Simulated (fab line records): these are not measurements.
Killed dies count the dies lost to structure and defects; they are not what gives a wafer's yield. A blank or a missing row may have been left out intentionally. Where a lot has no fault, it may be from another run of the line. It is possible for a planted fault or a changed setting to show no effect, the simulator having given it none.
Matching of chambers -- flow n5_finfet -- N5_GATE_CUT_HM_DEP_46 on pecvd-01: 3 sister chambers
The step deposits SiO2 from TEOS/O2, target thk 130 nm, time 26.6 s. 6 wafers are shown with their chamber, then 8 later ones without.

## WAFERS WITH THEIR CHAMBER
wafer,chamber,heater_power_w (W),showerhead_plenum_p_Torr (Torr)
L077.4,1,628,8.33
L077.6,0,408,8.34
L078.3,1,640,8.34
L079.5,0,416,8.35
L079.6,2,509,8.36
L080.1,2,563,8.36

## WAFERS WITHOUT THEIR CHAMBER
wafer,heater_power_w (W),showerhead_plenum_p_Torr (Torr)
L080.3,508,8.36
L080.5,451,8.33
L081.1,425,8.37
L081.2,594,8.34
L081.4,625,8.36
L088.1,426,8.34
L088.4,415,8.34
L088.5,579,8.37

## WHICH CHAMBER EACH ONE RAN IN
wafer,from the rows above,in truth
L080.3,2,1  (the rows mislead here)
L080.5,0,0
L081.1,can't be placed: 0 or 2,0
L081.2,1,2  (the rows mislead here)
L081.4,can't be placed: 2 or 1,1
L088.1,0,0
L088.4,0,0
L088.5,2,2
Correct placement for 4 of the 8. Unplaceable from these rows: 2, with the true chamber sitting among the candidates in 2. Number placed wrongly: 2.
How it was worked out, from the rows above alone: a wafer's distance from a chamber is the root of the sum, over the readings, of the square of ((its reading less the chamber's mean) divided by the reading's scatter). The wafer belongs to the nearest chamber; if the next one is less than 2 further off, it can't be placed. The mean given for a chamber averages the wafers shown for that chamber. The scatter is the square root of a quotient: the sum, over the shown wafers, of each reading's squared deviation from its chamber's mean, divided by wafers minus chambers.
